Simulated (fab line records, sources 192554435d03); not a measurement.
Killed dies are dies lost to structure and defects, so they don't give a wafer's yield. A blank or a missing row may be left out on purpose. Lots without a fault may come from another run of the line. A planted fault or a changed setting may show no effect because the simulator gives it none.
fab line records | flow n5_finfet
record lots=7 wafers=18 last_day=18
route steps=1938 shown BEOL_M14@1750 PASSIVATION@1936
lots that met no fault: from a run of the same line without faults
start_h: hours from the record's first day to the start of the lot's first wafer shown | wait_h: hours since the lot's step before | " the same as in the row above | L1.1+2: a row that stands for several wafers | - no value, or no start given | * or withheld: withheld | < > ~ a bound
route shown NAME@n: a module of which the file shows steps, and the number in the route of the first | usual: mean/standard deviation of fault-free wafers | same: alike in all rows | chamber/n: place in a boat | sites: the reading at each site | _std_site: their standard deviation | _edge_site: outer sites' mean less inner sites' | radius_mm: how far each site lies from the wafer's centre | mask NAME#n: copy n | behind: the tool/chamber that last shaped the wafer | hold: why the lot was held/for how many hours/how that ended | device: the transistor (n, p or np) that didn't switch | end of line: the same wafers' tests at the end of the route | a step without rows: its recipe alone | killed: dies lost to structure and defects at the first sort, not the wafer's yield | map: a wafer's dies, x killed, . not, _ none there
set.NAME: the setting as run; set.NAME@STEP: as run at that earlier step | model.NAME: the simulator's own value behind a step, which no gauge read
lots at some steps of the route; a table a step, a row a wafer
services: from which hour (start_h, from the record's first day; less than 0 if before it) a tool's chamber was out of use, for how many hours, and why
## steps
# step N5_BEOL_M14_ETCH_67
# recipe chemistry=CF4 target=SiARC target_depth_a=1430 time_s=238.3 ion_energy_ev=80 pressure_mtorr=40 source_w=545 bias_w=36 Ar_flow_sccm=100 cf4_flow_sccm=100 ends=cleared
# step N5_BEOL_M14_ETCH_68
# recipe chemistry=N2/H2 target=SOC mask_material=SiARC source_w=3000 bias_w=350 temp_c=40 time_s=450 ion_energy_ev=200 pressure_mtorr=30 n2_flow_sccm=200 h2_flow_sccm=200
# usual drypump_motor_current_A=5.6/0.57 h2_flow_sccm=199.9/0.6 oes_product_au=0.81/0.087 rf_vpp_V=523.9/2.9 showerhead_plenum_p_Torr=2.55/0.1 temp_c=39.97/0.1 throttle_valve_pct=17.75/0.25
# columns lot.wafer tool chamber start_h wait_h drypump_motor_current_A h2_flow_sccm oes_product_au rf_hours_counter_h rf_vpp_V showerhead_plenum_p_Torr temp_c throttle_valve_pct
L237.1 rie_diel-06 3 274.32 0.1 5.5 199.1 0.96 1 528.3 2.74 39.91 17.99
L237.2 " 1 " " 4.8 200.7 0.73 194 519.3 2.43 40.02 18.08
L237.4 " 0 " " 5.6 199.8 0.75 193 524.6 2.52 39.89 17.77
L245.1 rie_diel-06 0 320.34 0.1 5.6 200.6 0.72 209 522.9 2.51 40.07 17.77
L245.2 " 3 " " 5.5 199.3 0.89 18 530.4 2.74 40.08 18.03
L245.6 " 0 " " 5.6 200.7 0.72 - 521.0 2.51 39.88 17.75
L249.1 rie_diel-01 1 324.47 0.1 5.1 199.1 0.71 212 523.1 2.52 40.05 17.84
L249.3 " 0 " " 4.9 199.6 0.76 162 521.1 2.44 40.00 17.92
L247.2 rie_diel-01 1 325.15 0.1 5.1 201.3 0.70 213 523.1 2.52 40.03 17.85
L247.4 " 0 " " 4.9 200.5 0.76 162 521.0 2.44 39.81 17.93
L252.1 rie_diel-01 2 365.41 0.1 6.5 199.2 0.76 134 523.3 2.54 39.95 17.31
L252.4 " 0 " " 4.9 199.4 0.74 174 520.6 2.43 40.05 17.95
L255.2 rie_diel-06 2 372.85 0.1 6.6 200.5 0.89 57 527.9 2.70 39.76 17.57
L255.3 " 0 " " 5.6 200.2 0.72 225 521.2 2.51 39.98 17.80
L255.4 " 3 " " 5.4 200.1 0.87 34 528.4 2.73 40.03 18.04
L257.3 rie_diel-06 2 407.27 0.1 6.7 200.3 0.87 69 527.0 2.69 40.09 17.58
L257.4 " 0 " " 5.6 200.7 0.72 237 522.3 2.50 40.14 17.83
L257.6 " 0 " " 5.6 200.3 0.71 - 522.6 2.50 39.97 17.82
# step N5_BEOL_M14_STRIP_69
# recipe chemistry=N2/H2 temp_c=40 n2_flow_sccm=200 h2_flow_sccm=200 rf_frequency_hz=6e+07
# step N5_BEOL_M14_TRENCH_ETCH_34
# recipe chemistry=C4F8/O2/Ar target=SiO2 target_depth_a=5566.5 mask_material=SOC he_inner_torr=15 he_outer_torr=30 time_s=126.9 ion_energy_ev=800 pressure_mtorr=20 source_w=1905 bias_w=2040 Ar_flow_sccm=400 C4F8_flow_sccm=16 O2_flow_sccm=12
# step N5_BEOL_M14_STRIP_70
# recipe chemistry=C4F8/O2/Ar resist=SiARC rf_frequency_hz=6e+07
# step N5_BEOL_M14_OCD_MEAS_35
# usual trench_depth_nm=556/8.6
# columns lot.wafer tool chamber start_h wait_h trench_depth_nm
L237.1 ocd-01 - 274.75 0.0 551
L237.2 " - " " 558
L237.4 " - " " 558
L245.1 ocd-01 - 320.77 0.0 565
L245.2 " - " " 550
L245.6 " - " " 562
L249.1 ocd-02 - 324.89 0.0 553
L249.3 " - " " 556
L247.2 ocd-02 - 325.58 0.0 555
L247.4 " - " " 552
L252.1 ocd-01 - 365.83 0.0 576
L252.4 " - " " 550
L255.2 ocd-02 - 373.28 0.0 561
L255.3 " - " " 558
L255.4 " - " " 546
L257.3 ocd-01 - 407.70 0.0 557
L257.4 " - " " 565
L257.6 " - " " 559
# step N5_BEOL_M14_STRIP_37
# recipe chemistry=O2 power_w=600 temp_c=60 pressure_mtorr=30 rf_frequency_hz=6e+07 bias_power_w=0 overash_fraction=0.3 o2_flow_sccm=225
# usual drypump_motor_current_A=5.7/0.52 oes_product_au=0.82/0.084 rf_vpp_V=3.7/1 showerhead_plenum_p_Torr=2.09/0.065 temp_c=60.00/0.12 throttle_valve_pct=16.57/0.26
# columns lot.wafer tool chamber start_h wait_h drypump_motor_current_A oes_product_au rf_hours_counter_h rf_vpp_V showerhead_plenum_p_Torr temp_c throttle_valve_pct
L237.1 rie_diel-01 1 275.81 1.1 5.1 0.72 195 3.4 2.06 59.88 16.61
L237.2 " 3 " " 5.3 0.92 26 4.1 2.04 60.10 16.37
L237.4 " 2 " " 6.4 0.80 103 3.1 2.12 60.22 16.32
L245.1 rie_diel-06 2 320.81 0.0 6.6 0.91 42 4.5 2.22 60.11 16.36
L245.2 " 3 " " 5.5 0.89 18 3.8 2.22 59.66 16.56
L245.6 " 0 " " 5.6 0.73 - 4.6 2.08 60.13 16.73
L249.1 rie_diel-06 2 328.49 3.6 6.6 0.92 43 2.8 2.22 60.00 16.33
L249.3 " 0 " " 5.6 0.73 211 2.8 2.08 60.04 16.75
L247.2 rie_diel-06 0 329.16 3.6 5.6 0.73 212 2.7 2.08 59.88 16.76
L247.4 " 2 " " 6.6 0.91 44 2.3 2.22 59.77 16.34
L252.1 rie_diel-05 0 366.94 1.1 6.1 0.79 106 2.7 2.04 60.12 16.46
L252.4 " 3 " " 6.0 0.95 8 4.3 2.13 59.94 16.59
L255.2 rie_diel-01 1 373.99 0.7 5.1 0.69 228 3.9 2.05 60.03 16.67
L255.3 " 3 " " 5.3 0.85 61 1.6 2.03 60.11 16.46
L255.4 " 3 " " 5.2 0.85 - 3.5 2.03 59.97 16.45
L257.3 rie_diel-05 3 414.65 6.9 6.1 0.89 23 2.3 2.12 60.03 16.67
L257.4 " 2 " " 5.5 0.83 74 3.9 2.12 60.00 16.32
L257.6 " 0 " " 6.1 0.78 - 3.5 2.03 59.97 16.52
# step N5_BEOL_M14_ETCH_38
# recipe chemistry=CF4/N2 target=SiCN target_depth_a=1065 taper_deg=2 time_s=120.6 ion_energy_ev=150 mask_material=SiO2 pressure_mtorr=40 source_w=430 bias_w=70 Ar_flow_sccm=100 cf4_flow_sccm=60 n2_flow_sccm=60
# usual drypump_motor_current_A=5.7/0.52 oes_product_au=0.82/0.081 rf_vpp_V=382.1/2 showerhead_plenum_p_Torr=2.20/0.071 throttle_valve_pct=15.36/0.28
# columns lot.wafer tool chamber start_h wait_h drypump_motor_current_A oes_product_au rf_hours_counter_h rf_vpp_V showerhead_plenum_p_Torr throttle_valve_pct
L237.1 rie_diel-01 1 - - 5.1 0.71 195 383.3 2.19 15.45
L237.2 " 3 " " 5.2 0.89 26 381.0 2.16 15.16
L237.4 " 2 " " 6.4 0.81 103 382.6 2.23 15.11
L245.1 rie_diel-06 2 - - 6.7 0.91 42 386.5 2.34 15.15
L245.2 " 3 " " 5.4 0.88 18 386.5 2.35 15.37
L245.6 " 0 " " 5.6 0.73 - 382.0 2.20 15.59
L249.1 rie_diel-06 2 - - 6.7 0.90 43 384.3 2.34 15.14
L249.3 " 0 " " 5.6 0.73 211 381.1 2.20 15.60
L247.2 rie_diel-06 0 - - 5.6 0.73 212 381.7 2.20 15.60
L247.4 " 2 " " 6.6 0.90 44 385.6 2.34 15.14
L252.1 rie_diel-05 0 - - 6.1 0.80 106 382.5 2.14 15.23
L252.4 " 3 " " 6.1 0.94 8 382.7 2.25 15.43
L255.2 rie_diel-01 1 - - 5.1 0.69 228 382.9 2.18 15.52
L255.3 " 3 " " 5.2 0.85 61 380.9 2.14 15.22
L255.4 " 3 " " 5.2 0.85 - 380.4 2.14 15.23
L257.3 rie_diel-05 3 - - 6.1 0.90 23 384.7 2.25 15.46
L257.4 " 2 " " 5.5 0.83 74 381.6 2.23 15.07
L257.6 " 0 " " 6.1 0.78 - 380.4 2.14 15.24
# step N5_BEOL_M14_PRECLEAN_39
# recipe chemistry=residue_remover time_s=60 temp_c=40
# step N5_BEOL_M14_SRD_40
# recipe time_s=30 temp_c=23 rinse_liquid=diw dry=n2_spin spin_rpm=1500 dry_time_s=30
# step N5_BEOL_M14_DEGAS_41
# recipe ambient=vacuum temp_c=300 time_s=60
# usual heater_power_w=468/39
# columns lot.wafer tool chamber start_h wait_h heater_power_w
L237.1 pvd_sputter-03 - 276.30 0.3 441
L237.2 " - " " 509
L237.4 " - " " 462
L245.1 pvd_sputter-01 - 321.18 0.1 502
L245.2 " - " " 439
L245.6 " - " " 496
L249.1 pvd_sputter-01 - 328.96 0.2 505
L249.3 " - " " 431
L247.2 pvd_sputter-01 - 329.86 0.5 425
L247.4 " - " " 423
L252.1 pvd_sputter-01 - 367.77 0.6 437
L252.4 " - " " 413
L255.2 pvd_sputter-03 - 374.42 0.2 452
L255.3 " - " " 477
L255.4 " - " " 517
L257.3 pvd_sputter-02 - 415.16 0.3 489
L257.4 " - " " 417
L257.6 " - " " 515
# step N5_BEOL_M14_PRE_CLEAN_42
# recipe gas=H2/He time_s=30 temp_c=300
# usual heater_power_w=469/39
# columns lot.wafer tool chamber start_h wait_h heater_power_w
L237.1 pvd_sputter-03 - 276.34 0.0 468
L237.2 " - " " 524
L237.4 " - " " 461
L245.1 pvd_sputter-01 - 321.22 0.0 500
L245.2 " - " " 439
L245.6 " - " " 496
L249.1 pvd_sputter-01 - 329.00 0.0 496
L249.3 " - " " 420
L247.2 pvd_sputter-01 - 329.90 0.0 416
L247.4 " - " " 417
L252.1 pvd_sputter-01 - 367.81 0.0 448
L252.4 " - " " 419
L255.2 pvd_sputter-03 - 374.46 0.0 451
L255.3 " - " " 480
L255.4 " - " " 499
L257.3 pvd_sputter-02 - 415.20 0.0 499
L257.4 " - " " 420
L257.6 " - " " 507
# step N5_BEOL_M14_SPUTTER_43
# recipe material=TaN target_thk_a=150 temp_c=50 bias_v=168.6 power_w=15000 chamber_pressure_pa=0.12 time_s=24.19
# usual cathode_dc_power_W=15000/2.9 throttle_valve_pct=30.3/0.94
# columns lot.wafer tool chamber start_h wait_h cathode_dc_power_W throttle_valve_pct model.TaN_of_BEOL_M14_SPUTTER_43.thk_nm
L237.1 pvd_sputter-03 - 276.38 0.0 15002 29.5 15.2
L237.2 " - " " 15000 30.8 15.2
L237.4 " - " " 15002 30.6 15.2
L245.1 pvd_sputter-01 - 321.26 0.0 14998 32.0 15
L245.2 " - " " 15005 29.9 14.8
L245.6 " - " " 14996 32.0 14.8
L249.1 pvd_sputter-01 - 329.04 0.0 14997 32.1 15.2
L249.3 " - " " 14996 30.9 14.6
L247.2 pvd_sputter-01 - 329.94 0.0 14999 30.8 15
L247.4 " - " " 15000 30.9 15.6
L252.1 pvd_sputter-01 - 367.85 0.0 15002 29.9 15.6
L252.4 " - " " 15004 30.5 15.6
L255.2 pvd_sputter-03 - 374.50 0.0 15004 30.1 15.2
L255.3 " - " " 14996 29.9 15
L255.4 " - " " 14996 30.6 15.2
L257.3 pvd_sputter-02 - 415.24 0.0 14999 28.8 14.8
L257.4 " - " " 15001 30.9 15
L257.6 " - " " 14997 30.5 15
# step N5_BEOL_M14_SPUTTER_44
# recipe material=Ta target_thk_a=150 temp_c=50 bias_v=80 power_w=15000 chamber_pressure_pa=0.07 time_s=24.19
# step N5_PASSIVATION_PROBE_49
# usual defect_limited_yield=91.2/1.4 killed_at_M0_to_M3=35/11 killed_at_M4_up=14/5.6 killed_at_contacts=12/5.6 killed_at_front_end=38/11 killed_at_other=4/3.4 killed_dies=103/17 killed_open=68/12 killed_short=33/8.8 sort_bin_5_function=5.1/0.89 sort_bin_6_memory=3.3/0.71 sort_n_pass=1077/17 sort_yield_pct=91.2/1.4
# same gross_dies=1180 killed_at_back_side=0 sort_bin_4_leakage[%]=0 sort_bin_8_speed[%]=0
# columns lot.wafer tool chamber start_h wait_h defect_limited_yield[%] killed_at_M0_to_M3 killed_at_M4_up killed_at_contacts killed_at_front_end killed_at_other killed_dies killed_open killed_short sort_bin_5_function[%] sort_bin_6_memory[%] sort_n_pass sort_yield_pct[%]
L247.2 prober-02 - 357.28 0.1 90.1 46 9 18 43 1 117 83 31 5.0 4.6 1063 90.1
L247.4 prober-02 - 357.38 0.2 88.2 49 12 21 57 0 139 87 51 6.8 4.2 1041 88.2
L249.3 prober-01 - 358.67 0.1 90.8 31 12 9 53 3 108 79 28 5.7 3.1 1072 90.8
L255.2 prober-02 - 396.60 0.1 91.8 26 14 16 35 6 97 65 32 4.3 3.6 1083 91.8
L255.3 prober-02 - 396.65 0.1 90.2 46 25 15 24 6 116 75 41 5.4 3.7 1064 90.2
L255.4 prober-02 - 396.70 0.2 91.9 28 21 12 25 9 95 63 27 4.8 3.1 1085 91.9
# killed by level:class
L247.2 MOL_CONTACT_COAG:geometric_particle:open=14 FIN_SAQP:geometric_particle:open=13 BEOL_M3:geometric_particle:open=12 BEOL_M0_SAQP:geometric_particle:open=10 BEOL_M2:geometric_particle:open=7 BEOL_M1:geometric_particle:open=6 FIN_SAQP:geometric_particle:short=4 STI_FIN_REVEAL:geometric_particle:open=4
L247.4 MOL_CONTACT_COAG:geometric_particle:open=17 FIN_SAQP:geometric_particle:short=13 BEOL_M0_SAQP:geometric_particle:open=13 BEOL_M0_SAQP:geometric_particle:short=11 STI_FIN_REVEAL:geometric_particle:open=10 BEOL_M3:geometric_particle:open=10 FIN_SAQP:geometric_particle:open=9 ILD0:geometric_particle:open=7
L249.3 STI_FIN_REVEAL:geometric_particle:open=31 BEOL_M3:geometric_particle:open=11 MOL_CONTACT_COAG:geometric_particle:open=6 BEOL_M1:geometric_particle:open=6 BEOL_M6:geometric_particle:open=6 STI_FIN_REVEAL:geometric_particle:short=5 BEOL_M0_SAQP:geometric_particle:open=5 STARTING-WAFER:geometric_particle:short=5
L255.2 MOL_CONTACT_COAG:geometric_particle:open=15 BEOL_M0_SAQP:geometric_particle:open=8 GATE_CUT:geometric_particle:short=6 BEOL_M2:geometric_particle:open=6 BEOL_M4:geometric_particle:open=6 STI_FIN_REVEAL:geometric_particle:open=5 DUMMY_GATE:geometric_particle:open=5 FIN_SAQP:geometric_particle:short=4
L255.3 BEOL_M3:geometric_particle:open=11 MOL_CONTACT_COAG:geometric_particle:open=10 BEOL_M0_SAQP:geometric_particle:open=8 BEOL_M0_SAQP:geometric_particle:short=8 BEOL_M4:geometric_particle:open=7 BEOL_M1:geometric_particle:open=6 MOL_CONTACT_COAG:geometric_particle:short=5 BEOL_M3:geometric_particle:short=5
L255.4 BEOL_M4:geometric_particle:open=11 MOL_CONTACT_COAG:geometric_particle:open=10 BEOL_M0_SAQP:geometric_particle:short=10 BEOL_M0_SAQP:geometric_particle:open=8 FIN_SAQP:geometric_particle:open=6 DUMMY_GATE:geometric_particle:open=4 GATE_CUT:geometric_particle:open=4 BEOL_M3:geometric_particle:open=4
## services
# columns tool chamber start_h hours kind
rie_diel-01 1 266.36 5.0 repair
pvd_sputter-02 - 310.46 4.5 repair
rie_diel-05 3 319.94 - clean
rie_diel-05 3 319.94 - consumable_replace:focus_ring
rie_diel-05 3 319.94 23.7 scheduled_down
rie_diel-05 3 319.94 23.7 vent_cycle
rie_diel-06 - 323.83 2.8 pm
pvd_sputter-02 - 324.98 1.7 repair
pvd_sputter-03 - 330.58 2.5 repair
pvd_sputter-03 - 333.25 7.2 repair
pvd_sputter-02 - 343.85 3.3 repair
rie_diel-06 1 353.19 3.7 repair
rie_diel-01 0 368.40 6.1 repair
pvd_sputter-01 - 379.91 5.9 repair
pvd_sputter-02 - 392.32 6.4 repair
pvd_sputter-01 - 398.43 1.6 repair
## key
first_sign none at tools or gauges
model_effect step=N5_BEOL_M14_SPUTTER_43 value=TaN_of_BEOL_M14_SPUTTER_43.thk_nm without=14.95 struck=15.5
met_at N5_BEOL_M14_SPUTTER_43
struck_wafers L247.4,L249.1,L252.1,L252.4
onset_between 321.26 329.04
fault kind=process_parameter_drift tool=pvd_sputter-01 chamber=- onset_h=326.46 steps=N5_BEOL_M14_SPUTTER_43 channel=time_s offset=* shape=step end_h=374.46 scope=struck_wafers_only acts_in=* stated=*
